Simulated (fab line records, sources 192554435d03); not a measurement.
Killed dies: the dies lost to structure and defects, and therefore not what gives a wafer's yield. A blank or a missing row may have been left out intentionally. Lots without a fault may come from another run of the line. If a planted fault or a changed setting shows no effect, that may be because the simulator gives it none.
Which tool did it? / flow n5 finfet / 31 wafers from 11 lots sampled at 5 of the route's 1938 steps

## WHAT EACH GAUGE READ, for each wafer
N5_SD_EPI_N_CD_MEAS_09: target cd 120 nm.
lot=L888; measured=day 3 08:12; on=cd sem-01; cd nm (nm)=120.1 120.1
lot=L889; measured=day 3 10:55; on=cd sem-01; cd nm (nm)=119.4 120.2 119.7
lot=L891; measured=day 3 20:20; on=cd sem-01; cd nm (nm)=118.4 120.5 119.9
lot=L894; measured=day 4 13:22; on=cd sem-03; cd nm (nm)=120.7 119.8 118.9
lot=L898; measured=day 5 11:55; on=cd sem-03; cd nm (nm)=118.9 119.3 119.3
lot=L899; measured=day 5 19:47; on=cd sem-02; cd nm (nm)=120.0 119.2 119.5
lot=L905; measured=day 7 09:13; on=cd sem-02; cd nm (nm)=120.6 110.0
lot=L907; measured=day 7 21:29; on=cd sem-02; cd nm (nm)=118.8 120.0 111.1
lot=L908; measured=day 8 00:50; on=cd sem-02; cd nm (nm)=120.2 121.4 120.3
lot=L909; measured=day 8 06:11; on=cd sem-03; cd nm (nm)=119.4 118.8 119.7
lot=L910; measured=day 8 12:25; on=cd sem-03; cd nm (nm)=120.0 118.2 119.8

## TOOL THAT RAN EACH LOT (tool first, then ch and the chambers of the sampled wafers, then the start)
lot=L888; N5_DUMMY_GATE_ETCH_36=rie diel-03 ch 1,2, day 3 05:56; N5_DUMMY_GATE_TRIM_49=rie si-01 ch 3, day 3 06:04; N5_DUMMY_GATE_ETCH_23=rie si-03 ch 1,2, day 3 06:32; N5_SD_EPI_N_EXPOSE_06=arfi scanner-03 ch 0, day 3 08:05
lot=L889; N5_DUMMY_GATE_ETCH_36=rie diel-04 ch 0,1, day 3 07:46; N5_DUMMY_GATE_TRIM_49=rie si-01 ch 0,1, day 3 07:53; N5_DUMMY_GATE_ETCH_23=rie si-06 ch 0,3, day 3 08:22; N5_SD_EPI_N_EXPOSE_06=arfi scanner-03 ch 0, day 3 10:48
lot=L891; N5_DUMMY_GATE_ETCH_36=rie diel-01 ch 0,1,3, day 3 18:11; N5_DUMMY_GATE_TRIM_49=rie si-01 ch 1,2,3, day 3 18:19; N5_DUMMY_GATE_ETCH_23=rie si-03 ch 0,2,3, day 3 18:53; N5_SD_EPI_N_EXPOSE_06=arfi scanner-01 ch 0, day 3 20:13
lot=L894; N5_DUMMY_GATE_ETCH_36=rie diel-03 ch 0,2, day 4 11:19; N5_DUMMY_GATE_TRIM_49=rie si-06 ch 0,1,3, day 4 11:26; N5_DUMMY_GATE_ETCH_23=rie si-06 ch 2,3, day 4 11:55; N5_SD_EPI_N_EXPOSE_06=arfi scanner-02 ch 0, day 4 13:15
lot=L898; N5_DUMMY_GATE_ETCH_36=rie diel-01 ch 1,2,3, day 5 09:25; N5_DUMMY_GATE_TRIM_49=rie si-01 ch 0,3, day 5 09:32; N5_DUMMY_GATE_ETCH_23=rie si-03 ch 1,3, day 5 10:05; N5_SD_EPI_N_EXPOSE_06=arfi scanner-03 ch 0, day 5 11:47
lot=L899; N5_DUMMY_GATE_ETCH_36=rie diel-04 ch 0,1, day 5 17:48; N5_DUMMY_GATE_TRIM_49=rie si-03 ch 0,1, day 5 17:55; N5_DUMMY_GATE_ETCH_23=rie si-06 ch 0,1,3, day 5 18:26; N5_SD_EPI_N_EXPOSE_06=arfi scanner-03 ch 0, day 5 19:40
lot=L905; N5_DUMMY_GATE_ETCH_36=rie diel-01 ch 3, day 7 07:08; N5_DUMMY_GATE_TRIM_49=rie si-06 ch 3, day 7 07:16; N5_DUMMY_GATE_ETCH_23=rie si-01 ch 1,2, day 7 07:44; N5_SD_EPI_N_EXPOSE_06=arfi scanner-03 ch 0, day 7 09:05
lot=L907; N5_DUMMY_GATE_ETCH_36=rie diel-01 ch 0,1, day 7 19:26; N5_DUMMY_GATE_TRIM_49=rie si-01 ch 1,2,3, day 7 19:33; N5_DUMMY_GATE_ETCH_23=rie si-06 ch 1,2,3, day 7 20:02; N5_SD_EPI_N_EXPOSE_06=arfi scanner-03 ch 0, day 7 21:22
lot=L908; N5_DUMMY_GATE_ETCH_36=rie diel-03 ch 0,1,2, day 7 22:10; N5_DUMMY_GATE_TRIM_49=rie si-01 ch 0,3, day 7 22:17; N5_DUMMY_GATE_ETCH_23=rie si-03 ch 0,1,2, day 7 22:56; N5_SD_EPI_N_EXPOSE_06=arfi scanner-02 ch 0, day 8 00:43
lot=L909; N5_DUMMY_GATE_ETCH_36=rie diel-01 ch 1,2,3, day 8 03:53; N5_DUMMY_GATE_TRIM_49=rie si-01 ch 1,2,3, day 8 04:01; N5_DUMMY_GATE_ETCH_23=rie si-03 ch 0,2,3, day 8 04:29; N5_SD_EPI_N_EXPOSE_06=arfi scanner-02 ch 0, day 8 06:04
lot=L910; N5_DUMMY_GATE_ETCH_36=rie diel-03 ch 0,2, day 8 09:33; N5_DUMMY_GATE_TRIM_49=rie si-03 ch 1,2, day 8 09:40; N5_DUMMY_GATE_ETCH_23=rie si-01 ch 2,3, day 8 10:09; N5_SD_EPI_N_EXPOSE_06=arfi scanner-02 ch 0, day 8 12:17
- N5_DUMMY_GATE_ETCH_36: etches SiARC in CF4, target depth 13 nm.
- N5_DUMMY_GATE_TRIM_49: chemistry O2, time 29 s, target cd 14 nm.
- N5_DUMMY_GATE_ETCH_23: etches poly-Si in HBr/Cl2/O2, target depth 41 nm, time 22.3 s.
- N5_SD_EPI_N_EXPOSE_06: exposes mask SD N BLK, target cd 120 nm.

## WHAT THE TOOLS THEMSELVES READ (means of the sampled wafers that have a number; where no wafer has one, the mark that the record gives instead)
N5_DUMMY_GATE_ETCH_36.
lot=L888; tool=rie diel-03; chamber pressure mTorr (mTorr)=40.01; drypump motor current A (A)=5.4; mfc ar sccm (sccm)=100.1; oes product au (a.u.)=0.76; rf vpp V (V)=182.6; showerhead plenum p Torr (Torr)=2.10; throttle valve pct (%)=15.6
lot=L889; tool=rie diel-04; chamber pressure mTorr (mTorr)=40.00; drypump motor current A (A)=6.0; mfc ar sccm (sccm)=100.1; oes product au (a.u.)=0.74; rf vpp V (V)=185.3; showerhead plenum p Torr (Torr)=2.20; throttle valve pct (%)=16.0
lot=L891; tool=rie diel-01; chamber pressure mTorr (mTorr)=39.97; drypump motor current A (A)=5.4; mfc ar sccm (sccm)=100.1; oes product au (a.u.)=0.88; rf vpp V (V)=183.4; showerhead plenum p Torr (Torr)=2.14; throttle valve pct (%)=15.5
lot=L894; tool=rie diel-03; chamber pressure mTorr (mTorr)=39.99; drypump motor current A (A)=5.2; mfc ar sccm (sccm)=99.8; oes product au (a.u.)=0.84; rf vpp V (V)=184.2; showerhead plenum p Torr (Torr)=2.14; throttle valve pct (%)=15.3
lot=L898; tool=rie diel-01; chamber pressure mTorr (mTorr)=39.99; drypump motor current A (A)=5.9; mfc ar sccm (sccm)=100.0; oes product au (a.u.)=0.77; rf vpp V (V)=182.9; showerhead plenum p Torr (Torr)=2.11; throttle valve pct (%)=15.6
lot=L899; tool=rie diel-04; chamber pressure mTorr (mTorr)=40.02; drypump motor current A (A)=6.2; mfc ar sccm (sccm)=100.0; oes product au (a.u.)=0.76; rf vpp V (V)=183.7; showerhead plenum p Torr (Torr)=2.18; throttle valve pct (%)=15.8
lot=L905; tool=rie diel-01; chamber pressure mTorr (mTorr)=40.05; drypump motor current A (A)=6.4; mfc ar sccm (sccm)=100.0; oes product au (a.u.)=0.88; rf vpp V (V)=182.9; showerhead plenum p Torr (Torr)=2.10; throttle valve pct (%)=15.4
lot=L907; tool=rie diel-01; chamber pressure mTorr (mTorr)=40.00; drypump motor current A (A)=5.0; mfc ar sccm (sccm)=100.2; oes product au (a.u.)=0.78; rf vpp V (V)=185.3; showerhead plenum p Torr (Torr)=2.13; throttle valve pct (%)=15.7
lot=L908; tool=rie diel-03; chamber pressure mTorr (mTorr)=39.98; drypump motor current A (A)=5.3; mfc ar sccm (sccm)=99.9; oes product au (a.u.)=0.77; rf vpp V (V)=183.7; showerhead plenum p Torr (Torr)=2.12; throttle valve pct (%)=15.5
lot=L909; tool=rie diel-01; chamber pressure mTorr (mTorr)=40.01; drypump motor current A (A)=5.9; mfc ar sccm (sccm)=99.6; oes product au (a.u.)=0.85; rf vpp V (V)=183.2; showerhead plenum p Torr (Torr)=2.10; throttle valve pct (%)=15.5
lot=L910; tool=rie diel-03; chamber pressure mTorr (mTorr)=39.97; drypump motor current A (A)=5.3; mfc ar sccm (sccm)=100.0; oes product au (a.u.)=0.74; rf vpp V (V)=183.6; showerhead plenum p Torr (Torr)=2.08; throttle valve pct (%)=15.7

N5_DUMMY_GATE_TRIM_49.
lot=L888; tool=rie si-01; chamber pressure mTorr (mTorr)=59.99; drypump motor current A (A)=5.9; oes product au (a.u.)=0.999; throttle valve pct (%)=7.94
lot=L889; tool=rie si-01; chamber pressure mTorr (mTorr)=60.00; drypump motor current A (A)=5.5; oes product au (a.u.)=1.003; throttle valve pct (%)=8.25
lot=L891; tool=rie si-01; chamber pressure mTorr (mTorr)=59.98; drypump motor current A (A)=5.8; oes product au (a.u.)=1.002; throttle valve pct (%)=8.09
lot=L894; tool=rie si-06; chamber pressure mTorr (mTorr)=60.00; drypump motor current A (A)=5.5; oes product au (a.u.)=0.995; throttle valve pct (%)=8.13
lot=L898; tool=rie si-01; chamber pressure mTorr (mTorr)=60.03; drypump motor current A (A)=6.2; oes product au (a.u.)=0.999; throttle valve pct (%)=8.13
lot=L899; tool=rie si-03; chamber pressure mTorr (mTorr)=60.04; drypump motor current A (A)=5.6; oes product au (a.u.)=1.003; throttle valve pct (%)=8.33
lot=L905; tool=rie si-06; chamber pressure mTorr (mTorr)=60.08; drypump motor current A (A)=6.4; oes product au (a.u.)=0.972; throttle valve pct (%)=8.21
lot=L907; tool=rie si-01; chamber pressure mTorr (mTorr)=60.01; drypump motor current A (A)=5.8; oes product au (a.u.)=1.007; throttle valve pct (%)=8.10
lot=L908; tool=rie si-01; chamber pressure mTorr (mTorr)=60.04; drypump motor current A (A)=6.1; oes product au (a.u.)=1.000; throttle valve pct (%)=8.14
lot=L909; tool=rie si-01; chamber pressure mTorr (mTorr)=60.04; drypump motor current A (A)=5.8; oes product au (a.u.)=1.009; throttle valve pct (%)=8.10
lot=L910; tool=rie si-03; chamber pressure mTorr (mTorr)=59.95; drypump motor current A (A)=5.3; oes product au (a.u.)=1.024; throttle valve pct (%)=8.30

N5_DUMMY_GATE_ETCH_23.
lot=L888; tool=rie si-03; chamber pressure mTorr (mTorr)=9.998; drypump motor current A (A)=5.3; oes product au (a.u.)=1.001; throttle valve pct (%)=37.51
lot=L889; tool=rie si-06; chamber pressure mTorr (mTorr)=10.007; drypump motor current A (A)=6.0; oes product au (a.u.)=0.978; throttle valve pct (%)=37.14
lot=L891; tool=rie si-03; chamber pressure mTorr (mTorr)=9.989; drypump motor current A (A)=5.9; oes product au (a.u.)=1.010; throttle valve pct (%)=37.33
lot=L894; tool=rie si-06; chamber pressure mTorr (mTorr)=10.000; drypump motor current A (A)=5.9; oes product au (a.u.)=0.981; throttle valve pct (%)=36.97
lot=L898; tool=rie si-03; chamber pressure mTorr (mTorr)=10.003; drypump motor current A (A)=5.8; oes product au (a.u.)=0.999; throttle valve pct (%)=37.17
lot=L899; tool=rie si-06; chamber pressure mTorr (mTorr)=9.996; drypump motor current A (A)=5.6; oes product au (a.u.)=0.997; throttle valve pct (%)=37.26
lot=L905; tool=rie si-01; chamber pressure mTorr (mTorr)=10.007; drypump motor current A (A)=5.8; oes product au (a.u.)=1.018; throttle valve pct (%)=37.28
lot=L907; tool=rie si-06; chamber pressure mTorr (mTorr)=10.002; drypump motor current A (A)=5.5; oes product au (a.u.)=1.002; throttle valve pct (%)=37.09
lot=L908; tool=rie si-03; chamber pressure mTorr (mTorr)=9.999; drypump motor current A (A)=5.7; oes product au (a.u.)=1.017; throttle valve pct (%)=37.45
lot=L909; tool=rie si-03; chamber pressure mTorr (mTorr)=9.996; drypump motor current A (A)=5.9; oes product au (a.u.)=1.019; throttle valve pct (%)=37.33
lot=L910; tool=rie si-01; chamber pressure mTorr (mTorr)=9.996; drypump motor current A (A)=6.2; oes product au (a.u.)=0.995; throttle valve pct (%)=36.86

## THE ANSWER, worked out from the rows above alone
Rule: what is usual is taken from the lots themselves. Put in order of their means at a reading, lots are off if they are a third of the lots or fewer, leave a main group of 4 or more, and stand apart from it by a gap of 3 or more times the standard deviation of the main group's means; of several such gaps the widest counts. A main group is skipped when, at the precision printed for the reading in the tables above, its means are all equal. A lot without any number at a reading at which 4 lots or more have one is off too. The other lots that the step has rows for count as sound. First the gauges in route order, then the tools' own readings, where a lot's mean is used as printed above. The first step at which some lot is off is used, and at that step the reading that is off furthest; a lot without a number counts as furthest.
Off at N5_SD_EPI_N_CD_MEAS_09 (cd nm): L905, L907. The main group: mean 119.7 nm, standard deviation 0.43.
If a tool, at a process step before that reading, ran all the lots that are off and no sound lot after the first of them, it fits. Those tools and the gauges at N5_SD_EPI_N_CD_MEAS_09 are tried in the same way. One candidate fits, namely arfi scanner-03 at N5_SD_EPI_N_EXPOSE_06. A fault onset in the window from L899 (day 5 19:40, its last sound lot) to L905 (day 7 09:05, its first lot off) fits.

## WHAT HAD BEEN PUT IN BY THE SIMULATOR
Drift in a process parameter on arfi scanner-03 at N5_SD_EPI_N_EXPOSE_06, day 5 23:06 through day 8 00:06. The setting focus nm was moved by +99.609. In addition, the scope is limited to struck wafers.
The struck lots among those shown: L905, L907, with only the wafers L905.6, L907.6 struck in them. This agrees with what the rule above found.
